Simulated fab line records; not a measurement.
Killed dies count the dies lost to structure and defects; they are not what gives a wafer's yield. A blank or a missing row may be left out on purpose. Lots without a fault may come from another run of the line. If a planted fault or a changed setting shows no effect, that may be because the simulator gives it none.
Chamber matching :: flow n5_finfet :: N5_BEOL_M7_VIA_ETCH_34 on rie_diel-03 has 4 sister chambers
The step etches SiCOH lowk in C4F6/O2, target depth 125.5 nm, time 50.5 s. 4 wafers are shown with their chamber, then 8 later ones without.

## WAFERS, EACH WITH ITS CHAMBER
wafer: L078.6
chamber: 2
showerhead_plenum_p_Torr (Torr): 2.94

wafer: L085.4
chamber: 1
showerhead_plenum_p_Torr (Torr): 2.94

wafer: L085.6
chamber: 0
showerhead_plenum_p_Torr (Torr): 2.91

wafer: L090.1
chamber: 3
showerhead_plenum_p_Torr (Torr): 2.62

## WAFERS WITHOUT THEIR CHAMBER
wafer: L090.3
showerhead_plenum_p_Torr (Torr): 2.94

wafer: L090.6
showerhead_plenum_p_Torr (Torr): 2.62

wafer: L093.1
showerhead_plenum_p_Torr (Torr): 2.93

wafer: L093.4
showerhead_plenum_p_Torr (Torr): 2.93

wafer: L093.5
showerhead_plenum_p_Torr (Torr): 2.93

wafer: L094.2
showerhead_plenum_p_Torr (Torr): 2.93

wafer: L094.3
showerhead_plenum_p_Torr (Torr): 2.62

wafer: L094.4
showerhead_plenum_p_Torr (Torr): 2.93

## WHICH CHAMBER EACH WENT THROUGH
wafer: L090.3
from the rows above: can't be placed: 1 or 2
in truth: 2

wafer: L090.6
from the rows above: 3
in truth: 3

wafer: L093.1
from the rows above: can't be placed: 1 or 2 or 0
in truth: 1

wafer: L093.4
from the rows above: can't be placed: 1 or 2 or 0
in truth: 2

wafer: L093.5
from the rows above: can't be placed: 1 or 2 or 0
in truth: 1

wafer: L094.2
from the rows above: can't be placed: 1 or 2 or 0
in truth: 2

wafer: L094.3
from the rows above: 3
in truth: 3

wafer: L094.4
from the rows above: can't be placed: 1 or 2 or 0
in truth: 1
Placed correctly: 2 of 8. Can't be placed from these rows: 6 (the true chamber is among the candidates in 6). Number placed wrongly: 0.
How it was worked out, from the rows above alone: a wafer's distance from a chamber is the root of the sum, over the readings, of the square of ((its reading less the chamber's mean) divided by the reading's scatter). The wafer belongs to the nearest chamber; if the next one is less than 2 further off, it can't be placed. A chamber's mean is the mean of its shown wafers. The scatter: with one shown wafer a chamber, the root of the mean of the squares of how far each hidden wafer lies from its nearest shown one.
